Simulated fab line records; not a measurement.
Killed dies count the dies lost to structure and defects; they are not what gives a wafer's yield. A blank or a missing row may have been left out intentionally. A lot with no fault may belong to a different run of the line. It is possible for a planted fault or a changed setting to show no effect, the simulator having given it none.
fab line records	flow n5-finfet
[record] lots = 9	wafers = 27	last-day = 17
route steps=1938 shown BEOL_M4@1053 PASSIVATION@1936
lots that met no fault: from a run of the same line without faults
start-h: start of the lot's first displayed wafer, in hours after the record's first day	wait-h: how many hours have passed since the lot's step before this one	" same as the row above	L1.1+2: a single row standing in for several wafers	- no value present, or no start provided	* or withheld: withheld	< > ~ a bound
route shown NAME@n: a module of which the file shows steps, and the number in the route of the first	usual: the fault-free wafers' mean and standard deviation	same: alike in all rows	chamber/n: place in a boat	sites: readings site by site	_std_site: the standard deviation of these	_edge_site: outer sites' mean less inner sites'	radius-mm: how far each site lies from the wafer's centre	mask NAME#n: copy n	behind: tool/chamber where the wafer was last shaped	hold: reason for holding the lot/hours on hold/outcome of the hold	device: the n, p or np transistor that did not switch	end of line: the route-end tests of the same wafers	a step with no rows: only its recipe	killed: dies that structure and defects cost at the first sort, which is not the same as the wafer's yield	map: the dies of a wafer, with x for killed, . for not killed, _ for no die there
set.NAME: the setting as run; set.NAME@STEP: as run at that earlier step	model.NAME: the simulator's own value behind a step, which no gauge read
a sample of lots followed through the steps of the route, with each step as a table and each wafer as a row
services: from which hour (start-h, from the record's first day; less than 0 if before it) a tool's chamber was out of use, for how many hours, and why
[[steps]]
[step N5_BEOL_M4_EXPOSE_25]
[recipe] mask-id = V3	na = 0.33	source-shape = quasar	sigma-inner = 0.2	sigma-outer = 0.8	polarization = unpolarized	defocus-nm = 5	dose-mj = 63
[usual] exposure-dose-mJ-cm2 = 62.76/0.069
[same] na = 0.33
lot.wafer	tool	chamber	start-h	wait-h	mask	exposure-dose-mJ-cm2
L114.1	euv-scanner-02	0	165.61	-	V3#0	62.75
L114.2	"	0	"	"	V3#0	62.81
L114.3	"	0	"	"	V3#0	62.87
L116.4	euv-scanner-01	0	184.09	-	V3#0	62.76
L116.5	"	0	"	"	V3#0	62.67
L116.6	"	0	"	"	V3#0	62.78
L123.1	euv-scanner-01	0	229.41	-	V3#0	62.77
L123.3	"	0	"	"	V3#0	62.69
L123.6	"	0	"	"	V3#0	62.73
L126.2	euv-scanner-01	0	235.82	-	V3#0	62.68
L126.3	"	0	"	"	V3#0	62.64
L126.6	"	0	"	"	V3#0	62.74
L127.2	euv-scanner-01	0	248.86	-	V3#0	58.38
L127.4	"	0	"	"	V3#0	58.45
L127.6	"	0	"	"	V3#0	58.49
L129.1	euv-scanner-01	0	249.83	-	V3#0	59.37
L129.2	"	0	"	"	V3#0	59.29
L129.6	"	0	"	"	V3#0	59.37
L128.2	euv-scanner-01	0	269.16	-	V3#0	60.02
L128.3	"	0	"	"	V3#0	60.08
L128.6	"	0	"	"	V3#0	60.07
L132.1	euv-scanner-02	0	270.01	-	V3#0	62.71
L132.3	"	0	"	"	V3#0	62.75
L132.4	"	0	"	"	V3#0	62.71
L135.1	euv-scanner-02	0	304.55	-	V3#0	62.81
L135.2	"	0	"	"	V3#0	62.76
L135.3	"	0	"	"	V3#0	62.73
[step N5_BEOL_M4_CD_MEAS_28]
[recipe] target-cd-nm = 26.2	landing-energy-ev = 500	detector = se-inlens	target-cd-y-nm = 24.1	polarity = opening
[usual] cd-nm = 26.21/0.22
[same] landing-energy-ev = 500
lot.wafer	tool	chamber	start-h	wait-h	cd-nm
L114.1	cd-sem-03	0	165.75	-	25.96
L114.2	"	0	"	"	26.22
L114.3	"	0	"	"	26.13
L116.4	cd-sem-02	0	184.21	-	25.91
L116.5	"	0	"	"	25.86
L116.6	"	0	"	"	26.12
L123.1	cd-sem-02	0	229.55	-	26.23
L123.3	"	0	"	"	26.19
L123.6	"	0	"	"	26.18
L126.2	cd-sem-03	0	235.96	-	26.32
L126.3	"	0	"	"	26.13
L126.6	"	0	"	"	26.13
L127.2	cd-sem-01	0	249.00	-	25.02
L127.4	"	0	"	"	25.19
L127.6	"	0	"	"	25.12
L129.1	cd-sem-01	0	249.98	-	24.76
L129.2	"	0	"	"	24.92
L129.6	"	0	"	"	25.16
L128.2	cd-sem-01	0	269.30	-	25.60
L128.3	"	0	"	"	25.81
L128.6	"	0	"	"	25.59
L132.1	cd-sem-03	0	270.16	-	26.21
L132.3	"	0	"	"	26.22
L132.4	"	0	"	"	26.30
L135.1	cd-sem-03	0	304.70	-	26.53
L135.2	"	0	"	"	25.61
L135.3	"	0	"	"	25.94
[step N5_BEOL_M4_ETCH_77]
[recipe] chemistry = N2/H2	target = underlayer	target-depth-a = 65	mask-material = CAR-EUV	time-s = 5.2	ion-energy-ev = 200	pressure-mtorr = 30	source-w = 840	bias-w = 150	n2-flow-sccm = 200	h2-flow-sccm = 200	ends = cleared
[usual] drypump-motor-current-A = 5.7/0.5	etch-rf-on-time-s = 5.19/0.093	oes-product-au = 0.66/0.08	rf-vpp-V = 522.6/1.6	showerhead-plenum-p-Torr = 2.50/0.036	throttle-valve-pct = 17.86/0.28
lot.wafer	tool	chamber	start-h	wait-h	drypump-motor-current-A	etch-rf-on-time-s	oes-product-au	rf-hours-counter-h	rf-vpp-V	showerhead-plenum-p-Torr	throttle-valve-pct
L114.1	rie-diel-01	1	166.23	0.0	5.7	5.22	0.60	231	524.3	2.51	18.02
L114.2	"	2	"	"	5.7	5.07	0.84	3	522.7	2.50	17.75
L114.3	"	3	"	"	4.8	5.26	0.63	191	524.3	2.52	18.13
L116.4	rie-diel-01	3	184.36	0.0	4.8	5.31	0.61	198	523.0	2.52	18.10
L116.5	"	1	"	"	5.8	5.21	0.59	-	526.0	2.50	18.01
L116.6	"	2	"	"	5.7	5.14	0.81	-	521.0	2.50	17.77
L123.1	rie-diel-02	1	229.71	0.0	6.1	5.20	0.61	178	525.3	2.54	17.77
L123.3	"	2	"	"	5.9	5.39	0.60	187	524.8	2.53	18.32
L123.6	"	2	"	"	6.0	5.43	0.61	-	524.3	2.53	18.31
L126.2	rie-diel-01	2	236.12	0.0	5.7	5.18	0.77	29	522.7	2.49	17.82
L126.3	"	0	"	"	6.5	5.28	0.72	64	522.2	2.48	17.49
L126.6	"	3	"	"	4.8	5.27	0.60	-	524.4	2.51	18.15
L127.2	rie-diel-02	3	249.15	0.0	6.1	5.19	0.64	140	523.4	2.55	17.79
L127.4	"	1	"	"	6.1	5.20	0.60	185	522.4	2.54	17.74
L127.6	"	0	"	"	5.7	5.21	0.65	-	522.0	2.44	17.82
L129.1	rie-diel-05	2	250.55	0.0	5.2	5.17	0.59	206	522.2	2.42	18.05
L129.2	"	3	"	"	5.7	5.25	0.57	245	524.3	2.50	18.27
L129.6	"	0	"	"	5.1	5.12	0.83	-	524.4	2.51	17.48
L128.2	rie-diel-05	2	269.53	0.0	5.1	5.10	0.60	213	520.6	2.42	18.05
L128.3	"	1	"	"	6.0	5.06	0.77	26	522.0	2.48	17.41
L128.6	"	0	"	"	5.1	5.05	0.80	-	523.7	2.50	17.49
L132.1	rie-diel-02	3	270.64	0.0	6.1	5.15	0.64	148	524.3	2.55	17.79
L132.3	"	1	"	"	6.1	5.14	0.61	193	521.6	2.54	17.78
L132.4	"	2	"	"	6.0	5.39	0.59	202	522.1	2.52	18.32
L135.1	rie-diel-01	0	305.01	0.0	6.5	5.20	0.69	93	520.7	2.47	17.50
L135.2	"	1	"	"	5.7	5.03	0.80	18	523.0	2.49	17.63
L135.3	"	3	"	"	4.8	5.24	0.59	250	522.0	2.50	18.20
[step N5_BEOL_M4_ETCHBACK_99]
[recipe] chemistry = CHF3	target = SiO2	target-depth-a = 50	time-s = 10.4	source-w = 215	bias-w = 47	Ar_flow_sccm = 200	CHF3_flow_sccm = 12	ion-energy-ev = 100	pressure-mtorr = 30
[usual] drypump-motor-current-A = 5.7/0.48	oes-product-au = 0.78/0.096	rf-vpp-V = 240.5/1.9	showerhead-plenum-p-Torr = 2.11/0.032	throttle-valve-pct = 17.10/0.28
lot.wafer	tool	chamber	start-h	wait-h	drypump-motor-current-A	oes-product-au	rf-hours-counter-h	rf-vpp-V	showerhead-plenum-p-Torr	throttle-valve-pct
L114.1	rie-diel-02	3	166.66	0.2	6.1	0.78	113	240.4	2.17	16.97
L114.2	"	2	"	"	5.9	0.73	167	237.9	2.15	17.50
L114.3	"	0	"	"	5.6	0.79	108	240.6	2.08	17.08
L116.4	rie-diel-05	2	190.90	5.4	5.2	0.71	-	242.1	2.05	17.16
L116.5	"	0	"	"	5.1	0.67	-	238.9	2.12	17.07
L116.6	"	3	"	"	5.7	0.69	-	242.0	2.13	17.51
L123.1	rie-diel-02	0	233.47	3.6	5.6	0.77	129	240.3	2.08	17.12
L123.3	"	3	"	"	6.0	0.76	135	240.7	2.16	17.04
L123.6	"	2	"	"	5.9	0.72	-	237.1	2.14	17.55
L126.2	rie-diel-02	2	240.24	3.2	6.0	0.72	191	237.6	2.14	17.54
L126.3	"	3	"	"	6.0	0.75	137	239.9	2.16	17.03
L126.6	"	2	"	"	6.0	0.72	-	237.8	2.14	17.56
L127.2	rie-diel-02	3	252.07	2.7	6.0	0.75	141	240.2	2.16	17.03
L127.4	"	2	"	"	6.0	0.71	195	238.1	2.14	17.56
L127.6	"	3	"	"	6.0	0.75	-	239.1	2.16	17.04
L129.1	rie-diel-05	1	257.50	6.8	6.0	0.90	21	242.2	2.11	16.75
L129.2	"	3	"	"	5.7	0.68	247	239.3	2.12	17.54
L129.6	"	2	"	"	5.1	0.69	-	240.8	2.04	17.21
L128.2	rie-diel-02	0	274.39	4.7	5.6	0.76	144	239.5	2.07	17.12
L128.3	"	3	"	"	6.0	0.74	149	238.5	2.16	17.05
L128.6	"	3	"	"	6.1	0.75	-	240.6	2.16	17.07
L132.1	rie-diel-01	0	281.53	10.7	6.5	0.82	86	240.8	2.09	16.70
L132.3	"	1	"	"	5.8	0.96	10	242.3	2.10	16.77
L132.4	"	2	"	"	5.7	0.87	50	237.4	2.10	17.14
L135.1	rie-diel-01	2	306.17	1.0	5.7	0.86	60	237.4	2.10	17.16
L135.2	"	1	"	"	5.7	0.93	19	242.0	2.10	16.79
L135.3	"	0	"	"	6.5	0.81	93	241.0	2.09	16.74
[step N5_BEOL_M4_ETCH_70]
[recipe] chemistry = N2/H2	target = SOC	target-depth-a = 800	overetch-a = 240	mask-material = SiARC	temp-c = 40	time-s = 130	ion-energy-ev = 200	pressure-mtorr = 30	source-w = 840	bias-w = 150	n2-flow-sccm = 200	h2-flow-sccm = 200
[usual] drypump-motor-current-A = 5.7/0.48	oes-product-au = 0.57/0.067	rf-vpp-V = 522.6/1.4	showerhead-plenum-p-Torr = 2.50/0.036	throttle-valve-pct = 17.83/0.28
lot.wafer	tool	chamber	start-h	wait-h	drypump-motor-current-A	oes-product-au	rf-hours-counter-h	rf-vpp-V	showerhead-plenum-p-Torr	throttle-valve-pct
L114.1	rie-diel-02	3	166.69	0.0	6.1	0.57	113	525.8	2.56	17.69
L114.2	"	2	"	"	6.0	0.55	167	525.3	2.54	18.24
L114.3	"	0	"	"	5.7	0.58	108	523.1	2.45	17.73
L116.4	rie-diel-05	2	190.96	0.0	5.2	0.52	-	521.8	2.43	17.96
L116.5	"	0	"	"	5.1	0.50	-	523.7	2.51	17.83
L116.6	"	3	"	"	5.8	0.52	-	523.9	2.51	18.18
L123.1	rie-diel-02	0	233.50	0.0	5.6	0.56	129	521.4	2.45	17.78
L123.3	"	3	"	"	6.1	0.55	135	523.4	2.55	17.72
L123.6	"	2	"	"	6.0	0.53	-	522.3	2.53	18.28
L126.2	rie-diel-02	2	240.28	0.0	6.0	0.53	191	521.8	2.53	18.28
L126.3	"	3	"	"	6.1	0.55	137	523.9	2.55	17.73
L126.6	"	2	"	"	5.9	0.54	-	523.3	2.53	18.27
L127.2	rie-diel-02	3	252.10	0.0	6.1	0.56	141	525.4	2.55	17.74
L127.4	"	2	"	"	5.9	0.53	195	523.6	2.53	18.26
L127.6	"	3	"	"	6.1	0.54	-	525.1	2.55	17.73
L129.1	rie-diel-05	1	257.54	0.0	6.0	0.65	21	522.0	2.48	17.38
L129.2	"	3	"	"	5.7	0.50	247	521.8	2.49	18.23
L129.6	"	2	"	"	5.2	0.52	-	521.1	2.42	18.00
L128.2	rie-diel-02	0	274.43	0.0	5.6	0.56	144	520.9	2.44	17.80
L128.3	"	3	"	"	6.1	0.54	149	524.2	2.55	17.76
L128.6	"	3	"	"	6.1	0.54	-	522.4	2.55	17.76
L132.1	rie-diel-01	0	281.57	0.0	6.6	0.60	86	522.5	2.47	17.45
L132.3	"	1	"	"	5.7	0.70	10	522.7	2.49	17.59
L132.4	"	2	"	"	5.7	0.64	50	522.8	2.48	17.81
L135.1	rie-diel-01	2	306.21	0.0	5.7	0.62	60	522.3	2.48	17.82
L135.2	"	1	"	"	5.8	0.68	19	522.2	2.49	17.59
L135.3	"	0	"	"	6.5	0.60	93	523.4	2.47	17.46
[step N5_BEOL_M4_RC_MEAS_101]
[usual] DIBL_N = 36.5/1.4	DIBL_P = 36.5/1.6	IOFF_N = 0.163/0.022	IOFF_P = 0.219/0.029	ION_N = 675/8.3	ION_P = 464/6.2	SS_N = 71.5/0.52	SS_P = 73.4/0.57	VT_N = 249.7/2.6	VT_P = -250/3
lot.wafer	tool	chamber	start-h	wait-h	DIBL_N[mV/V]	DIBL_P[mV/V]	IOFF_N[nA/um]	IOFF_P[nA/um]	ION_N[uA/um]	ION_P[uA/um]	SS_N[mV/dec]	SS_P[mV/dec]	VT_N[mV]	VT_P[mV]
L114.1	prober-01	0	171.17	0.0	38.3	37.0	0.170	0.252	673	472	71.9	73.3	252.2	-249
L114.2	"	0	"	"	36.7	34.9	0.139	0.215	661	462	71.2	73.9	254.3	-248
L114.3	"	0	"	"	36.8	34.5	0.136	0.199	669	468	70.9	73.2	253.8	-249
L116.4	prober-02	0	196.10	0.5	35.5	37.1	0.148	0.205	671	465	71.2	73.5	253.1	-252
L116.5	"	0	"	"	36.6	38.6	0.168	0.224	675	460	71.8	73.5	249.6	-252
L116.6	"	0	"	"	34.2	34.9	0.125	0.172	659	456	70.9	72.6	253.6	-254
L123.1	prober-02	0	237.77	0.0	37.1	37.8	0.162	0.220	679	462	72.3	73.8	251.9	-250
L123.3	"	0	"	"	37.1	37.8	0.166	0.226	674	471	71.2	73.8	248.4	-250
L123.6	"	0	"	"	36.8	37.4	0.162	0.211	685	466	71.0	73.7	249.9	-251
L126.2	prober-01	0	246.60	0.2	34.8	35.5	0.147	0.234	664	466	71.8	73.1	249.3	-247
L126.3	"	0	"	"	35.3	36.7	0.165	0.258	683	474	72.0	73.3	247.6	-245
L126.6	"	0	"	"	36.8	38.5	0.186	0.295	668	473	73.2	73.8	245.2	-242
L127.2	prober-02	0	258.71	0.2	34.4	35.2	0.136	0.204	666	464	71.6	73.7	253.6	-250
L127.4	"	0	"	"	35.7	37.0	0.159	0.217	682	461	71.2	73.5	253.2	-250
L127.6	"	0	"	"	35.8	36.9	0.158	0.223	670	466	71.7	73.5	249.6	-249
L129.1	prober-02	0	262.20	0.0	35.7	36.0	0.149	0.210	663	454	70.7	72.8	249.4	-250
L129.2	"	0	"	"	33.7	32.7	0.110	0.162	665	457	70.4	72.7	255.0	-256
L129.6	"	0	"	"	35.3	35.5	0.152	0.212	682	468	71.2	73.4	249.5	-247
L128.2	prober-01	0	279.40	0.2	38.6	37.1	0.181	0.226	682	462	72.3	73.7	246.5	-251
L128.3	"	0	"	"	38.1	36.5	0.173	0.205	678	456	72.3	73.7	248.6	-253
L128.6	"	0	"	"	38.4	36.5	0.177	0.205	665	450	71.2	73.2	249.0	-254
L132.1	prober-02	0	285.77	0.0	37.2	37.0	0.176	0.219	682	461	71.7	73.5	249.3	-250
L132.3	"	0	"	"	37.7	38.1	0.195	0.232	694	469	71.5	73.2	247.1	-251
L132.4	"	0	"	"	38.3	38.3	0.203	0.244	682	465	71.7	73.7	246.3	-250
L135.1	prober-02	0	310.36	0.0	35.7	37.9	0.170	0.230	681	472	72.5	73.4	250.1	-248
L135.2	"	0	"	"	33.3	34.6	0.127	0.184	675	467	71.0	72.6	252.1	-251
L135.3	"	0	"	"	35.0	36.6	0.151	0.217	675	465	71.1	73.3	250.0	-249
[step N5_PASSIVATION_PROBE_49]
[usual] defect-limited-yield = 91.2/1.6	killed_at_M0_to_M3 = 33/11	killed_at_M4_up = 15/6.2	killed-at-contacts = 15/7.1	killed-at-front-end = 38/12	killed-at-other = 4/3.5	killed-dies = 104/19	killed-open = 69/14	killed-short = 34/8.5	sort_bin_5_function = 5.2/0.99	sort_bin_6_memory = 3.3/0.77	sort-n-pass = 1076/19	sort-yield-pct = 91.2/1.6
[same] gross-dies = 1180	killed-at-back-side = 0	sort_bin_4_leakage[%] = 0	sort_bin_8_speed[%] = 0
lot.wafer	tool	chamber	start-h	wait-h	defect-limited-yield[%]	killed_at_M0_to_M3	killed_at_M4_up	killed-at-contacts	killed-at-front-end	killed-at-other	killed-dies	killed-open	killed-short	sort_bin_5_function[%]	sort_bin_6_memory[%]	sort-n-pass	sort-yield-pct[%]
L129.1	prober-02	-	370.29	0.7	86.9	30	75	5	44	1	155	62	34	8.0	4.8	1025	86.9
L129.2	prober-02	-	370.34	0.8	85.4	27	75	19	51	0	172	83	32	8.1	6.3	1008	85.4
L129.6	prober-02	-	370.54	1.0	87.6	31	76	6	32	1	146	69	31	7.9	4.2	1034	87.6
L127.2	prober-02	-	375.17	0.1	79.8	36	140	23	39	0	238	67	33	11.7	7.4	942	79.8
L127.4	prober-02	-	375.27	0.2	79.6	28	161	13	35	4	241	64	33	12.8	6.4	939	79.6
L127.6	prober-02	-	375.37	0.3	80.6	35	138	13	43	0	229	71	28	11.9	6.6	951	80.6
// killed by level:class
L129.1 BEOL_M4:area-expose=57 STI_FIN_REVEAL:geometric-particle:open=13 BEOL_M0_SAQP:geometric-particle:open=9 BEOL_M0_SAQP:geometric-particle:short=9 BEOL_M4:geometric-particle:open=9 DUMMY_GATE:geometric-particle:open=6 DUMMY_GATE:geometric-particle:short=5 BEOL_M2:geometric-particle:short=5
L129.2 BEOL_M4:area-expose=55 MOL_CONTACT_COAG:geometric-particle:open=17 BEOL_M4:geometric-particle:open=13 FIN_SAQP:geometric-particle:open=11 FIN_SAQP:geometric-particle:short=11 DUMMY_GATE:geometric-particle:open=7 BEOL_M0_SAQP:geometric-particle:open=7 STI_FIN_REVEAL:geometric-particle:open=6
L129.6 BEOL_M4:area-expose=45 BEOL_M4:geometric-particle:open=18 BEOL_M2:geometric-particle:open=9 FIN_SAQP:geometric-particle:open=7 BEOL_M3:geometric-particle:open=7 FIN_SAQP:geometric-particle:short=6 BEOL_M4:geometric-particle:short=5 STI_FIN_REVEAL:geometric-particle:open=4
L127.2 BEOL_M4:area-expose=136 MOL_CONTACT_COAG:geometric-particle:open=20 FIN_SAQP:geometric-particle:open=8 BEOL_M3:geometric-particle:open=8 GATE_CUT:geometric-particle:short=7 BEOL_M2:geometric-particle:open=7 FIN_SAQP:geometric-particle:short=6 BEOL_M0_SAQP:geometric-particle:open=6
L127.4 BEOL_M4:area-expose=144 MOL_CONTACT_COAG:geometric-particle:open=11 BEOL_M4:geometric-particle:open=9 FIN_SAQP:geometric-particle:open=7 GATE_CUT:geometric-particle:short=7 BEOL_M1:geometric-particle:open=6 GATE_CUT:geometric-particle:open=6 STI_FIN_REVEAL:geometric-particle:open=5
L127.6 BEOL_M4:area-expose=129 MOL_CONTACT_COAG:geometric-particle:open=11 FIN_SAQP:geometric-particle:open=10 BEOL_M0_SAQP:geometric-particle:open=10 FIN_SAQP:geometric-particle:short=8 STI_FIN_REVEAL:geometric-particle:open=8 BEOL_M3:geometric-particle:open=7 BEOL_M0_SAQP:geometric-particle:short=6
[[services]]
tool	chamber	start-h	hours	kind
euv-scanner-01	-	149.33	0.3	repair
euv-scanner-01	-	154.28	1.0	pm
euv-scanner-02	-	161.11	0.4	repair
rie-diel-05	1	163.92	15.8	repair
euv-scanner-02	-	166.95	1.0	repair
euv-scanner-02	-	173.37	1.0	pm
euv-scanner-02	-	181.48	2.6	repair
euv-scanner-02	-	190.54	5.8	pm
rie-diel-01	0	205.00	10.7	repair
euv-scanner-01	-	210.43	1.0	pm
rie-diel-05	3	217.36	2.8	repair
rie-diel-01	1	226.12	7.0	repair
euv-scanner-02	-	228.60	1.3	repair
euv-scanner-02	-	229.92	1.0	pm
euv-scanner-02	-	233.02	1.0	repair
rie-diel-01	1	233.20	-	clean
euv-scanner-02	-	239.56	21.8	repair
euv-scanner-01	-	261.38	4.6	pm
euv-scanner-01	-	266.58	1.0	pm
rie-diel-05	-	271.96	10.0	pm
euv-scanner-02	-	273.07	0.5	repair
euv-scanner-01	-	283.36	4.0	repair
euv-scanner-02	-	287.31	1.0	pm
rie-diel-05	3	292.57	28.2	repair
[[key]]
[first-sign] step = N5_BEOL_M4_EXPOSE_25	reading = exposure-dose-mJ-cm2	direction = down	sigmas = 51	usual = 62.76	struck = 59.28
[effect] step = N5_BEOL_M4_CD_MEAS_28	reading = cd-nm	direction = down	sigmas = 4.4	usual = 26.21	struck = 25.24	through = control-loop
[effect] step = N5_PASSIVATION_PROBE_49	reading = killed_at_M4_up	direction = up	sigmas = 15	usual = 15	struck = 111
[more-kills-born-at] N5_BEOL_M4_EXPOSE_25@euv-scanner-01 = 566
met-at N5_BEOL_M4_EXPOSE_25
struck-lots L127,L128,L129
rows-end L128.2,L128.3,L128.6
[loop-trim] step = N5_BEOL_M4_EXPOSE_25	setting = dose	lots = L128,L129
not-acting-at N5_BEOL_M4_ETCH_77,N5_BEOL_M4_ETCHBACK_99,N5_BEOL_M4_ETCH_70
onset-between 235.82 248.86
[fault] kind = process-parameter-drift	tool = euv-scanner-01	chamber = -	onset-h = 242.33	steps = N5_BEOL_M4_EXPOSE_25	channel = dose-mj	offset = -4.1863	shape = step	acts-in = these-recipes-only	stated = 63
// rows-end: these wafers met a further fault down the route, and their rows from its step on are left out
// loop-trim: a control loop set the setting to another value than it would have without faults
